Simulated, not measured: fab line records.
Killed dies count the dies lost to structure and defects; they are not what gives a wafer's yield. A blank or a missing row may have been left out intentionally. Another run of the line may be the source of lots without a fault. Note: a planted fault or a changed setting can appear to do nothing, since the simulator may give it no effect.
fab line records / flow n5-finfet
[record] lots = 4 wafers = 12 last-day = 18
route steps=1938 shown SD_EPI_P@319 SD_ACTIVATION@330 ILD0@335 SDB@347 BEOL_M4@1111 PASSIVATION@1936
lots that met no fault: taken from a fault-free run of the same line
start-h: the number of hours between the record's first day and the start of the first shown wafer of the lot / wait-h: hours elapsed since this lot's preceding step / " same as the row above / L1.1+2: a row that stands for several wafers / - no value, or no start was given / * or withheld: withheld / < > ~ a bound
route shown NAME@n: names a module that has steps shown in the file, with the first one's number in the route / usual: mean/standard deviation of fault-free wafers / same: alike in all rows / chamber/n: place in a boat / sites: each site's reading / _std_site: standard deviation across them / _edge_site: the outer-site mean with the inner-site mean subtracted / radius-mm: how far each site lies from the wafer's centre / mask NAME#n: copy n / behind: tool/chamber where the wafer was last shaped / hold: the reason the lot was held/the length of the hold in hours/how it ended / device: which transistor (n, p or np) failed to switch / end of line: the route-end tests of the same wafers / step lacking rows: just its recipe / killed: the dies lost at the first sort to structure and to defects; this is not the yield of the wafer / map: shows each die of a wafer: x if killed, . if not, _ if none is there
set.NAME: the setting as run; set.NAME@STEP: as run at that earlier step / model.NAME: the simulator's own value behind a step, which no gauge read
lots at selected steps of the route; one table per step, one row per wafer
services: from which hour (start-h, from the record's first day; less than 0 if before it) a tool's chamber was out of use, for how many hours, and why
[[steps]]
[step N5_SD_EPI_P_PRECLEAN_51]
[recipe] chemistry = NF3:NH3 afs-cycles = 1 temp-c = 30 time-s = 20 sublimation-temp-c = 180 sublimation-time-s = 60 pressure-torr = 3 rf-power-w = 30
[step N5_SD_EPI_P_VAPOR_ETCH_44]
[recipe] chemistry = NF3/Ar target = SiGe30 temp-c = 25 time-s = 3.3 mode = isotropic
[step N5_SD_EPI_P_EPI_21]
[recipe] material = SiGe:B dopant = B temp-c = 550 pressure-torr = 20 ambient = H2 time-s = 355
[step N5_SD_EPI_P_HM_STRIP_48]
[recipe] chemistry = H3PO4 temp-c = 160 material = SiNx target = SiNx target-depth-a = 30 overetch-fraction = 0.3
[step N5_SD_EPI_P_SRD_49]
[recipe] dry = ipa-marangoni time-s = 30 temp-c = 23 rinse-liquid = diw
[step N5_SD_EPI_P_PRECLEAN_24]
[recipe] chemistry = O3/DIW time-s = 45 temp-c = 22 o3-ppm = 10
[step N5_SD_EPI_P_PRECLEAN_32]
[recipe] chemistry = dHF time-s = 10 dilution = 500:1 temp-c = 25
[step N5_SD_EPI_P_PRECLEAN_33]
[recipe] chemistry = SC2 time-s = 45 temp-c = 35 mix = 1:1:50
[step N5_SD_EPI_P_SRD_25]
[recipe] time-s = 30 temp-c = 23 rinse-liquid = diw dry = ipa-marangoni
[step N5_SD_ACTIVATION_RTA_00]
[recipe] temp-c = 975 time-s = 0 ambient = N2 idle-temp-c = 600 ramp-up-c-per-s = 150 ramp-down-c-per-s = 60 cool-to-c = 600
[step N5_SD_ACTIVATION_LSA_01]
[recipe] temp-c = 1080 time-s = 0.0008 ambient = N2
[usual] wafer_temp_C_max = 1085.6/1.6
lot.wafer=L367.3 tool=laser-anneal-02 chamber=0 start-h=84.32 wait-h=0.2 wafer_temp_C_max=1083.1
lot.wafer=L367.4 tool=laser-anneal-02 chamber=0 start-h=84.32 wait-h=0.2 wafer_temp_C_max=1083.6
lot.wafer=L367.6 tool=laser-anneal-02 chamber=0 start-h=84.32 wait-h=0.2 wafer_temp_C_max=1084.2
lot.wafer=L378.3 tool=laser-anneal-02 chamber=0 start-h=147.69 wait-h=0.2 wafer_temp_C_max=1043.5
lot.wafer=L378.4 tool=laser-anneal-02 chamber=0 start-h=147.69 wait-h=0.2 wafer_temp_C_max=1043.2
lot.wafer=L378.5 tool=laser-anneal-02 chamber=0 start-h=147.69 wait-h=0.2 wafer_temp_C_max=1043.3
lot.wafer=L380.2 tool=laser-anneal-02 chamber=0 start-h=160.57 wait-h=0.2 wafer_temp_C_max=1044.5
lot.wafer=L380.3 tool=laser-anneal-02 chamber=0 start-h=160.57 wait-h=0.2 wafer_temp_C_max=1043.5
lot.wafer=L380.6 tool=laser-anneal-02 chamber=0 start-h=160.57 wait-h=0.2 wafer_temp_C_max=1043.5
lot.wafer=L385.1 tool=laser-anneal-01 chamber=0 start-h=191.57 wait-h=0.2 wafer_temp_C_max=1084.9
lot.wafer=L385.2 tool=laser-anneal-01 chamber=0 start-h=191.57 wait-h=0.2 wafer_temp_C_max=1087.7
lot.wafer=L385.6 tool=laser-anneal-01 chamber=0 start-h=191.57 wait-h=0.2 wafer_temp_C_max=1087.2
[step N5_SD_ACTIVATION_RS_MEAS_03]
[recipe] thk-meas-gauge = four-point-probe
[usual] RS_SD_N = 21.95/0.28 RS_SD_P = 56.1/0.84
lot.wafer=L367.3 tool=film-metro-01 chamber=- start-h=84.50 wait-h=0.2 RS_SD_N[ohm/sq]=21.23 RS_SD_P[ohm/sq]=56.2
lot.wafer=L367.4 tool=film-metro-01 chamber=- start-h=84.50 wait-h=0.2 RS_SD_N[ohm/sq]=21.48 RS_SD_P[ohm/sq]=56.8
lot.wafer=L367.6 tool=film-metro-01 chamber=- start-h=84.50 wait-h=0.2 RS_SD_N[ohm/sq]=21.61 RS_SD_P[ohm/sq]=55.5
lot.wafer=L378.3 tool=film-metro-01 chamber=- start-h=147.87 wait-h=0.2 RS_SD_N[ohm/sq]=26.16 RS_SD_P[ohm/sq]=55.2
lot.wafer=L378.4 tool=film-metro-01 chamber=- start-h=147.87 wait-h=0.2 RS_SD_N[ohm/sq]=25.94 RS_SD_P[ohm/sq]=55.4
lot.wafer=L378.5 tool=film-metro-01 chamber=- start-h=147.87 wait-h=0.2 RS_SD_N[ohm/sq]=25.71 RS_SD_P[ohm/sq]=54.6
lot.wafer=L380.2 tool=film-metro-02 chamber=- start-h=160.76 wait-h=0.2 RS_SD_N[ohm/sq]=25.83 RS_SD_P[ohm/sq]=57.6
lot.wafer=L380.3 tool=film-metro-02 chamber=- start-h=160.76 wait-h=0.2 RS_SD_N[ohm/sq]=26.47 RS_SD_P[ohm/sq]=57.6
lot.wafer=L380.6 tool=film-metro-02 chamber=- start-h=160.76 wait-h=0.2 RS_SD_N[ohm/sq]=25.97 RS_SD_P[ohm/sq]=56.4
lot.wafer=L385.1 tool=film-metro-01 chamber=- start-h=191.77 wait-h=0.2 RS_SD_N[ohm/sq]=22.18 RS_SD_P[ohm/sq]=57.1
lot.wafer=L385.2 tool=film-metro-01 chamber=- start-h=191.77 wait-h=0.2 RS_SD_N[ohm/sq]=21.97 RS_SD_P[ohm/sq]=57.3
lot.wafer=L385.6 tool=film-metro-01 chamber=- start-h=191.77 wait-h=0.2 RS_SD_N[ohm/sq]=22.01 RS_SD_P[ohm/sq]=56.8
[step N5_ILD0_LINER_00]
[recipe] material = SiNx target-thk-a = 40 temp-c = 400 ald-precursor-family = SiH2I2 ald-co-reactant = N2/H2-plasma pulse-time-s = 1 purge-time-s = 2 co-reactant-purge-time-s = 2 ald-cycles = 80 pressure-torr = 2
[step N5_ILD0_FCVD_FILL_01]
[recipe] material = SiO2_flowable target-thk-a = 2000 temp-c = 100 pressure-torr = 0.8 rf-w = 2000 time-s = 328.3
[step N5_ILD0_CURE_02]
[recipe] temp-c = 450 time-s = 1800 ambient = steam idle-temp-c = 400 ramp-up-c-per-min = 5 ramp-down-c-per-min = 3 densification-p-h2o-torr = 640
[step N5_ILD0_CMP_03]
[recipe] stop-on = SiNx t-overpolish-s = 1.9 post-cmp-clean = alkaline-brush down-force-psi = 4.1491 platen-rpm = 51.796 pad-velocity-m-s = 1.0306 target-thk-nm = 197.38
[step N5_ILD0_CMP_07]
[recipe] stop-on = poly-Si material = SiO2_flowable t-overpolish-s = 1.18 post-cmp-clean = alkaline-brush down-force-psi = 4.1491 platen-rpm = 51.796 pad-velocity-m-s = 1.0306 target-thk-nm = 138.88
[step N5_ILD0_PRECLEAN_10]
[recipe] chemistry = NF3:NH3 afs-cycles = 5 time-s = 20 temp-c = 30 sublimation-temp-c = 180 sublimation-time-s = 60 pressure-torr = 3 rf-power-w = 30
[step N5_ILD0_ALD_15]
[recipe] material = SiNx target-thk-a = 240 temp-c = 400 ald-precursor-family = SiH2I2 ald-co-reactant = N2/H2-plasma pulse-time-s = 1 ald-cycles = 480 purge-time-s = 2 co-reactant-purge-time-s = 2 pressure-torr = 2
[step N5_ILD0_CMP_12]
[recipe] stop-on = poly-Si material = SiNx t-overpolish-s = 6 post-cmp-clean = alkaline-brush down-force-psi = 2.5 platen-rpm = 51.8 pad-velocity-m-s = 1.0307 target-thk-nm = 17.67
[step N5_SDB_HM_DEP_00]
[recipe] material = SiNx target-thk-a = 400 temp-c = 400 precursor = SiH4/NH3/N2 pressure-torr = 1.5 rf-w = 300 time-s = 35.3
[step N5_SDB_COAT_03]
[recipe] resist = SOC temp-c = 250 time-s = 60 spin-rpm = 1500 resist-thk-nm = 100
[step N5_SDB_COAT_04]
[recipe] resist = SiARC temp-c = 220 time-s = 60 spin-rpm = 1500 resist-thk-nm = 18
[step N5_SDB_COAT_05]
[recipe] resist = CAR-ArF spin-rpm = 1500 resist-thk-nm = 90
[step N5_SDB_EBR_07]
[recipe] solvent = PGMEA ebr-width-mm = 1.5
[step N5_SDB_SOFTBAKE_06]
[recipe] temp-c = 110 time-s = 60 resist = CAR-ArF
[step N5_SDB_EXPOSE_08]
[recipe] mask-id = SDB na = 1.35 source-shape = conventional sigma-outer = 0.5 polarization = unpolarized dose-mj = 49.6
[step N5_SDB_PEB_09]
[recipe] peb-temp-c = withheld peb-time-s = 60 resist = CAR-ArF
[step N5_SDB_DEVELOP_10]
[recipe] develop-time-s = 30 developer = TMAH resist = CAR-ArF rinse-liquid = diw dry = air-spin dev-temp-c = 23
[step N5_SDB_DESCUM_16]
[recipe] chemistry = O2 time-s = 7.9 source-power-w = 50 bias-power-w = 20 pressure-mtorr = 20 rf-frequency-hz = 2.712e+07 temp-c = 40 resist = CAR-ArF o2-flow-sccm = 225
[step N5_SDB_ETCH_17]
[recipe] chemistry = CF4 target = SiARC target-depth-a = 234 mask-material = CAR-ArF time-s = 39 ion-energy-ev = 80 pressure-mtorr = 40 source-w = 545 bias-w = 36 Ar_flow_sccm = 100 cf4-flow-sccm = 100 ends = cleared
[step N5_BEOL_M4_RC_MEAS_101]
[usual] DIBL_N = 36.9/1.7 DIBL_P = 37.3/2.3 IOFF_N = 0.16/0.033 IOFF_P = 0.22/0.04 ION_N = 673/12 ION_P = 463/8 RC_DENSE_N = 19.1/0.41 RC_N = 15.6/0.32 REXT_N = 75.2/1.8 RS_SD_N = 28.5/0.37 SS_N = 71.6/0.58 SS_P = 73.4/0.74 VT_N = 250/3.2 VT_P = -250/3.4
lot.wafer=L367.3 tool=prober-01 chamber=0 start-h=194.39 wait-h=0.3 DIBL_N[mV/V]=38.2 DIBL_P[mV/V]=37.0 IOFF_N[nA/um]=0.18 IOFF_P[nA/um]=0.21 ION_N[uA/um]=661 ION_P[uA/um]=454 RC_DENSE_N[ohm.um]=18.9 RC_N[ohm.um]=15.4 REXT_N[ohm.um]=73.7 RS_SD_N[ohm/sq]=27.6 SS_N[mV/dec]=71.8 SS_P[mV/dec]=72.5 VT_N[mV]=250 VT_P[mV]=-253
lot.wafer=L367.4 tool=prober-01 chamber=0 start-h=194.39 wait-h=0.3 DIBL_N[mV/V]=38.1 DIBL_P[mV/V]=36.8 IOFF_N[nA/um]=0.17 IOFF_P[nA/um]=0.21 ION_N[uA/um]=685 ION_P[uA/um]=463 RC_DENSE_N[ohm.um]=18.9 RC_N[ohm.um]=15.3 REXT_N[ohm.um]=73.3 RS_SD_N[ohm/sq]=28.0 SS_N[mV/dec]=72.0 SS_P[mV/dec]=73.0 VT_N[mV]=248 VT_P[mV]=-250
lot.wafer=L367.6 tool=prober-01 chamber=0 start-h=194.39 wait-h=0.3 DIBL_N[mV/V]=39.0 DIBL_P[mV/V]=38.8 IOFF_N[nA/um]=0.20 IOFF_P[nA/um]=0.26 ION_N[uA/um]=692 ION_P[uA/um]=469 RC_DENSE_N[ohm.um]=19.2 RC_N[ohm.um]=15.5 REXT_N[ohm.um]=73.8 RS_SD_N[ohm/sq]=28.2 SS_N[mV/dec]=72.7 SS_P[mV/dec]=74.0 VT_N[mV]=247 VT_P[mV]=-249
lot.wafer=L378.3 tool=prober-01 chamber=0 start-h=262.24 wait-h=0.3 DIBL_N[mV/V]=38.0 DIBL_P[mV/V]=40.3 IOFF_N[nA/um]=0.18 IOFF_P[nA/um]=0.26 ION_N[uA/um]=664 ION_P[uA/um]=465 RC_DENSE_N[ohm.um]=22.6 RC_N[ohm.um]=18.5 REXT_N[ohm.um]=85.5 RS_SD_N[ohm/sq]=32.8 SS_N[mV/dec]=72.2 SS_P[mV/dec]=73.8 VT_N[mV]=249 VT_P[mV]=-248
lot.wafer=L378.4 tool=prober-01 chamber=0 start-h=262.24 wait-h=0.3 DIBL_N[mV/V]=37.4 DIBL_P[mV/V]=38.2 IOFF_N[nA/um]=0.16 IOFF_P[nA/um]=0.22 ION_N[uA/um]=652 ION_P[uA/um]=454 RC_DENSE_N[ohm.um]=22.7 RC_N[ohm.um]=18.3 REXT_N[ohm.um]=84.8 RS_SD_N[ohm/sq]=32.9 SS_N[mV/dec]=72.1 SS_P[mV/dec]=73.1 VT_N[mV]=251 VT_P[mV]=-252
lot.wafer=L378.5 tool=prober-01 chamber=0 start-h=262.24 wait-h=0.3 DIBL_N[mV/V]=36.1 DIBL_P[mV/V]=37.0 IOFF_N[nA/um]=0.13 IOFF_P[nA/um]=0.19 ION_N[uA/um]=650 ION_P[uA/um]=462 RC_DENSE_N[ohm.um]=22.3 RC_N[ohm.um]=18.4 REXT_N[ohm.um]=84.9 RS_SD_N[ohm/sq]=32.6 SS_N[mV/dec]=72.1 SS_P[mV/dec]=73.1 VT_N[mV]=257 VT_P[mV]=-251
lot.wafer=L380.2 tool=prober-01 chamber=0 start-h=274.04 wait-h=0.2 DIBL_N[mV/V]=30.7 DIBL_P[mV/V]=31.8 IOFF_N[nA/um]=0.09 IOFF_P[nA/um]=0.14 ION_N[uA/um]=647 ION_P[uA/um]=458 RC_DENSE_N[ohm.um]=22.0 RC_N[ohm.um]=18.0 REXT_N[ohm.um]=81.7 RS_SD_N[ohm/sq]=33.0 SS_N[mV/dec]=70.1 SS_P[mV/dec]=71.4 VT_N[mV]=255 VT_P[mV]=-253
lot.wafer=L380.3 tool=prober-01 chamber=0 start-h=274.04 wait-h=0.2 DIBL_N[mV/V]=34.0 DIBL_P[mV/V]=35.2 IOFF_N[nA/um]=0.13 IOFF_P[nA/um]=0.18 ION_N[uA/um]=654 ION_P[uA/um]=452 RC_DENSE_N[ohm.um]=22.4 RC_N[ohm.um]=18.1 REXT_N[ohm.um]=81.7 RS_SD_N[ohm/sq]=33.2 SS_N[mV/dec]=71.2 SS_P[mV/dec]=72.3 VT_N[mV]=250 VT_P[mV]=-251
lot.wafer=L380.6 tool=prober-01 chamber=0 start-h=274.04 wait-h=0.2 DIBL_N[mV/V]=33.7 DIBL_P[mV/V]=34.5 IOFF_N[nA/um]=0.13 IOFF_P[nA/um]=0.19 ION_N[uA/um]=659 ION_P[uA/um]=460 RC_DENSE_N[ohm.um]=22.2 RC_N[ohm.um]=18.0 REXT_N[ohm.um]=80.5 RS_SD_N[ohm/sq]=32.7 SS_N[mV/dec]=71.0 SS_P[mV/dec]=73.0 VT_N[mV]=250 VT_P[mV]=-251
lot.wafer=L385.1 tool=prober-02 chamber=0 start-h=307.44 wait-h=0.0 DIBL_N[mV/V]=37.5 DIBL_P[mV/V]=38.2 IOFF_N[nA/um]=0.14 IOFF_P[nA/um]=0.21 ION_N[uA/um]=665 ION_P[uA/um]=464 RC_DENSE_N[ohm.um]=19.9 RC_N[ohm.um]=16.2 REXT_N[ohm.um]=79.2 RS_SD_N[ohm/sq]=28.4 SS_N[mV/dec]=71.6 SS_P[mV/dec]=74.4 VT_N[mV]=253 VT_P[mV]=-250
lot.wafer=L385.2 tool=prober-02 chamber=0 start-h=307.44 wait-h=0.0 DIBL_N[mV/V]=38.8 DIBL_P[mV/V]=40.8 IOFF_N[nA/um]=0.19 IOFF_P[nA/um]=0.26 ION_N[uA/um]=682 ION_P[uA/um]=473 RC_DENSE_N[ohm.um]=19.9 RC_N[ohm.um]=16.1 REXT_N[ohm.um]=79.0 RS_SD_N[ohm/sq]=28.3 SS_N[mV/dec]=71.6 SS_P[mV/dec]=74.9 VT_N[mV]=248 VT_P[mV]=-251
lot.wafer=L385.6 tool=prober-02 chamber=0 start-h=307.44 wait-h=0.0 DIBL_N[mV/V]=36.7 DIBL_P[mV/V]=37.2 IOFF_N[nA/um]=0.14 IOFF_P[nA/um]=0.20 ION_N[uA/um]=672 ION_P[uA/um]=461 RC_DENSE_N[ohm.um]=19.4 RC_N[ohm.um]=16.0 REXT_N[ohm.um]=78.9 RS_SD_N[ohm/sq]=28.3 SS_N[mV/dec]=71.2 SS_P[mV/dec]=73.6 VT_N[mV]=255 VT_P[mV]=-253
[step N5_PASSIVATION_PROBE_49]
[usual] defect-limited-yield = 91.2/1.3 killed_at_M0_to_M3 = 34/10 killed_at_M4_up = 13/4.6 killed-at-contacts = 13/5.5 killed-at-front-end = 41/12 killed-at-other = 2.8/2.4 killed-dies = 104/16 killed-open = 67/12 killed-short = 33/7.2 sort_bin_5_function = 5.1/0.86 sort_bin_6_memory = 3.3/0.62 sort_bin_8_speed = 0.00/0.014 sort-n-pass = 1076/16 sort-yield-pct = 91.2/1.3
[same] gross-dies = 1180 killed-at-back-side = 0 sort_bin_4_leakage[%] = 0
lot.wafer=L367.3 tool=prober-02 chamber=- start-h=301.96 wait-h=0.1 defect-limited-yield[%]=91.3 killed_at_M0_to_M3=36 killed_at_M4_up=10 killed-at-contacts=12 killed-at-front-end=38 killed-at-other=7 killed-dies=103 killed-open=69 killed-short=31 sort_bin_5_function[%]=5.5 sort_bin_6_memory[%]=3.0 sort_bin_8_speed[%]=0 sort-n-pass=1077 sort-yield-pct[%]=91.3
lot.wafer=L367.4 tool=prober-02 chamber=- start-h=302.01 wait-h=0.2 defect-limited-yield[%]=91.0 killed_at_M0_to_M3=41 killed_at_M4_up=8 killed-at-contacts=24 killed-at-front-end=30 killed-at-other=3 killed-dies=106 killed-open=73 killed-short=30 sort_bin_5_function[%]=5.2 sort_bin_6_memory[%]=3.1 sort_bin_8_speed[%]=0 sort-n-pass=1074 sort-yield-pct[%]=91.0
lot.wafer=L367.6 tool=prober-02 chamber=- start-h=302.11 wait-h=0.3 defect-limited-yield[%]=90.7 killed_at_M0_to_M3=38 killed_at_M4_up=13 killed-at-contacts=14 killed-at-front-end=43 killed-at-other=2 killed-dies=110 killed-open=70 killed-short=37 sort_bin_5_function[%]=5.0 sort_bin_6_memory[%]=4.1 sort_bin_8_speed[%]=0 sort-n-pass=1070 sort-yield-pct[%]=90.7
lot.wafer=L378.3 tool=prober-01 chamber=- start-h=369.82 wait-h=0.1 defect-limited-yield[%]=89.1 killed_at_M0_to_M3=49 killed_at_M4_up=5 killed-at-contacts=17 killed-at-front-end=54 killed-at-other=4 killed-dies=129 killed-open=82 killed-short=42 sort_bin_5_function[%]=6.1 sort_bin_6_memory[%]=4.1 sort_bin_8_speed[%]=0 sort-n-pass=1051 sort-yield-pct[%]=89.1
lot.wafer=L378.4 tool=prober-01 chamber=- start-h=369.87 wait-h=0.2 defect-limited-yield[%]=91.0 killed_at_M0_to_M3=25 killed_at_M4_up=4 killed-at-contacts=12 killed-at-front-end=61 killed-at-other=4 killed-dies=106 killed-open=57 killed-short=42 sort_bin_5_function[%]=4.8 sort_bin_6_memory[%]=3.6 sort_bin_8_speed[%]=0 sort-n-pass=1074 sort-yield-pct[%]=91.0
lot.wafer=L378.5 tool=prober-01 chamber=- start-h=369.92 wait-h=0.2 defect-limited-yield[%]=88.8 killed_at_M0_to_M3=39 killed_at_M4_up=11 killed-at-contacts=19 killed-at-front-end=54 killed-at-other=9 killed-dies=132 killed-open=83 killed-short=41 sort_bin_5_function[%]=7.3 sort_bin_6_memory[%]=3.7 sort_bin_8_speed[%]=0 sort-n-pass=1048 sort-yield-pct[%]=88.8
lot.wafer=L380.2 tool=prober-02 chamber=- start-h=385.35 wait-h=0.1 defect-limited-yield[%]=92.4 killed_at_M0_to_M3=28 killed_at_M4_up=10 killed-at-contacts=16 killed-at-front-end=32 killed-at-other=4 killed-dies=90 killed-open=54 killed-short=28 sort_bin_5_function[%]=4.6 sort_bin_6_memory[%]=2.9 sort_bin_8_speed[%]=0.08 sort-n-pass=1089 sort-yield-pct[%]=92.3
lot.wafer=L380.3 tool=prober-02 chamber=- start-h=385.40 wait-h=0.1 defect-limited-yield[%]=92.9 killed_at_M0_to_M3=32 killed_at_M4_up=15 killed-at-contacts=8 killed-at-front-end=28 killed-at-other=1 killed-dies=84 killed-open=51 killed-short=31 sort_bin_5_function[%]=4.4 sort_bin_6_memory[%]=2.5 sort_bin_8_speed[%]=0 sort-n-pass=1096 sort-yield-pct[%]=92.9
lot.wafer=L380.6 tool=prober-02 chamber=- start-h=385.55 wait-h=0.3 defect-limited-yield[%]=92.1 killed_at_M0_to_M3=20 killed_at_M4_up=17 killed-at-contacts=10 killed-at-front-end=43 killed-at-other=3 killed-dies=93 killed-open=58 killed-short=28 sort_bin_5_function[%]=4.7 sort_bin_6_memory[%]=2.9 sort_bin_8_speed[%]=0 sort-n-pass=1087 sort-yield-pct[%]=92.1
lot.wafer=L385.1 tool=prober-02 chamber=- start-h=419.84 wait-h=0.0 defect-limited-yield[%]=91.2 killed_at_M0_to_M3=22 killed_at_M4_up=13 killed-at-contacts=15 killed-at-front-end=53 killed-at-other=1 killed-dies=104 killed-open=65 killed-short=36 sort_bin_5_function[%]=4.6 sort_bin_6_memory[%]=3.6 sort_bin_8_speed[%]=0 sort-n-pass=1076 sort-yield-pct[%]=91.2
lot.wafer=L385.2 tool=prober-02 chamber=- start-h=419.89 wait-h=0.1 defect-limited-yield[%]=91.3 killed_at_M0_to_M3=34 killed_at_M4_up=12 killed-at-contacts=14 killed-at-front-end=42 killed-at-other=1 killed-dies=103 killed-open=63 killed-short=34 sort_bin_5_function[%]=4.9 sort_bin_6_memory[%]=3.4 sort_bin_8_speed[%]=0 sort-n-pass=1077 sort-yield-pct[%]=91.3
lot.wafer=L385.6 tool=prober-02 chamber=- start-h=420.09 wait-h=0.3 defect-limited-yield[%]=91.6 killed_at_M0_to_M3=29 killed_at_M4_up=11 killed-at-contacts=6 killed-at-front-end=53 killed-at-other=0 killed-dies=99 killed-open=64 killed-short=30 sort_bin_5_function[%]=5.6 sort_bin_6_memory[%]=2.7 sort_bin_8_speed[%]=0 sort-n-pass=1081 sort-yield-pct[%]=91.6
// killed by level:class
L367.3 STI_FIN_REVEAL:geometric-particle:open=14 BEOL_M3:geometric-particle:open=10 FIN_SAQP:geometric-particle:short=9 MOL_CONTACT_COAG:geometric-particle:open=9 BEOL_M2:geometric-particle:open=8 DUMMY_GATE:geometric-particle:open=5 BEOL_M0_SAQP:geometric-particle:open=4 BEOL_M1:geometric-particle:open=4
L367.4 MOL_CONTACT_COAG:geometric-particle:open=19 BEOL_M1:geometric-particle:open=9 BEOL_M2:geometric-particle:open=8 BEOL_M3:geometric-particle:open=8 STI_FIN_REVEAL:geometric-particle:open=7 MOL_CONTACT_COAG:geometric-particle:short=5 BEOL_M0_SAQP:geometric-particle:open=5 GATE_CUT:geometric-particle:short=4
L367.6 FIN_SAQP:geometric-particle:short=13 STI_FIN_REVEAL:geometric-particle:open=10 MOL_CONTACT_COAG:geometric-particle:open=10 BEOL_M2:geometric-particle:open=10 BEOL_M3:geometric-particle:open=9 DUMMY_GATE:geometric-particle:open=8 BEOL_M0_SAQP:geometric-particle:open=6 BEOL_M3:geometric-particle:short=5
L378.3 FIN_SAQP:geometric-particle:open=17 BEOL_M0_SAQP:geometric-particle:open=17 BEOL_M0_SAQP:geometric-particle:short=14 MOL_CONTACT_COAG:geometric-particle:open=13 STI_FIN_REVEAL:geometric-particle:open=8 DUMMY_GATE:geometric-particle:open=7 FIN_SAQP:geometric-particle:short=6 BEOL_M0:geometric-particle:open=6
L378.4 FIN_SAQP:geometric-particle:open=22 FIN_SAQP:geometric-particle:short=11 STI_FIN_REVEAL:geometric-particle:open=9 BEOL_M0_SAQP:geometric-particle:short=8 MOL_CONTACT_COAG:geometric-particle:open=7 BEOL_M2:geometric-particle:open=5 BEOL_M0_SAQP:geometric-particle:open=5 MOL_CONTACT_COAG:geometric-particle:short=5
L378.5 FIN_SAQP:geometric-particle:open=20 FIN_SAQP:geometric-particle:short=16 MOL_CONTACT_COAG:geometric-particle:open=15 BEOL_M0_SAQP:geometric-particle:open=11 BEOL_M2:geometric-particle:open=10 BEOL_M0_SAQP:geometric-particle:short=7 STI_FIN_REVEAL:geometric-particle:open=5 BEOL_M1:geometric-particle:open=4
L380.2 MOL_CONTACT_COAG:geometric-particle:open=10 BEOL_M3:geometric-particle:open=8 BEOL_M2:geometric-particle:open=7 FIN_SAQP:geometric-particle:short=6 STARTING-WAFER:geometric-particle:open=6 FIN_SAQP:geometric-particle:open=5 DUMMY_GATE:geometric-particle:open=5 BEOL_M2:geometric-particle:short=4
L380.3 BEOL_M3:geometric-particle:open=13 MOL_CONTACT_COAG:geometric-particle:open=7 DUMMY_GATE:geometric-particle:open=6 FIN_SAQP:geometric-particle:short=5 STI_FIN_REVEAL:geometric-particle:open=5 BEOL_M0_SAQP:geometric-particle:open=4 BEOL_M0_SAQP:geometric-particle:short=4 BEOL_M3:geometric-particle:short=4
L380.6 FIN_SAQP:geometric-particle:short=10 FIN_SAQP:geometric-particle:open=10 BEOL_M4:geometric-particle:open=8 DUMMY_GATE:geometric-particle:open=6 MOL_CONTACT_COAG:geometric-particle:open=6 BEOL_M2:geometric-particle:open=5 STARTING-WAFER:geometric-particle:short=4 STI_FIN_REVEAL:geometric-particle:open=3
L385.1 FIN_SAQP:geometric-particle:short=14 FIN_SAQP:geometric-particle:open=13 MOL_CONTACT_COAG:geometric-particle:open=11 DUMMY_GATE:geometric-particle:open=7 STI_FIN_REVEAL:geometric-particle:open=6 BEOL_M3:geometric-particle:open=6 BEOL_M2:geometric-particle:open=5 STARTING-WAFER:geometric-particle:short=5
L385.2 MOL_CONTACT_COAG:geometric-particle:open=11 BEOL_M3:geometric-particle:open=8 FIN_SAQP:geometric-particle:open=7 FIN_SAQP:geometric-particle:short=6 STI_FIN_REVEAL:geometric-particle:open=6 GATE_CUT:geometric-particle:short=5 GATE_CUT:geometric-particle:open=4 BEOL_M0:geometric-particle:open=4
L385.6 FIN_SAQP:geometric-particle:open=19 FIN_SAQP:geometric-particle:short=11 BEOL_M1:geometric-particle:open=6 STI_FIN_REVEAL:geometric-particle:open=5 BEOL_M0_SAQP:geometric-particle:open=4 GATE_CUT:geometric-particle:open=4 GATE_CUT:geometric-particle:short=4 MOL_CONTACT_COAG:geometric-particle:open=4
[[services]]
tool=laser-anneal-02 chamber=- start-h=79.14 hours=2.0 kind=pm
tool=laser-anneal-01 chamber=- start-h=125.30 hours=1.9 kind=pm
[[key]]
[first-sign] step = N5_SD_ACTIVATION_LSA_01 reading = wafer_temp_C_max direction = down sigmas = 26 usual = * struck = *
[effect] step = N5_SD_ACTIVATION_RS_MEAS_03 reading = RS_SD_N direction = up sigmas = 15 usual = 21.95 struck = 26.01
[effect] step = N5_BEOL_M4_RC_MEAS_101 reading = RS_SD_N direction = up sigmas = 12 usual = 28.5 struck = 32.9
[effect] step = N5_BEOL_M4_RC_MEAS_101 reading = RC_N direction = up sigmas = 8.3 usual = 15.6 struck = 18.2
[effect] step = N5_BEOL_M4_RC_MEAS_101 reading = RC_DENSE_N direction = up sigmas = 7.8 usual = 19.1 struck = 22.4
[effect] step = N5_BEOL_M4_RC_MEAS_101 reading = REXT_N direction = up sigmas = 4.4 usual = 75.2 struck = 83.2
met-at N5_SD_ACTIVATION_LSA_01
struck-wafers L378.3,L378.4,L378.5,L380.2,L380.3,L380.6
onset-between 84.32 147.69
[fault] kind = process-parameter-drift tool = laser-anneal-02 chamber = - onset-h = 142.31 steps = N5_SD_ACTIVATION_LSA_01 channel = temp-c offset = * shape = step end-h = 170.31 stated = *
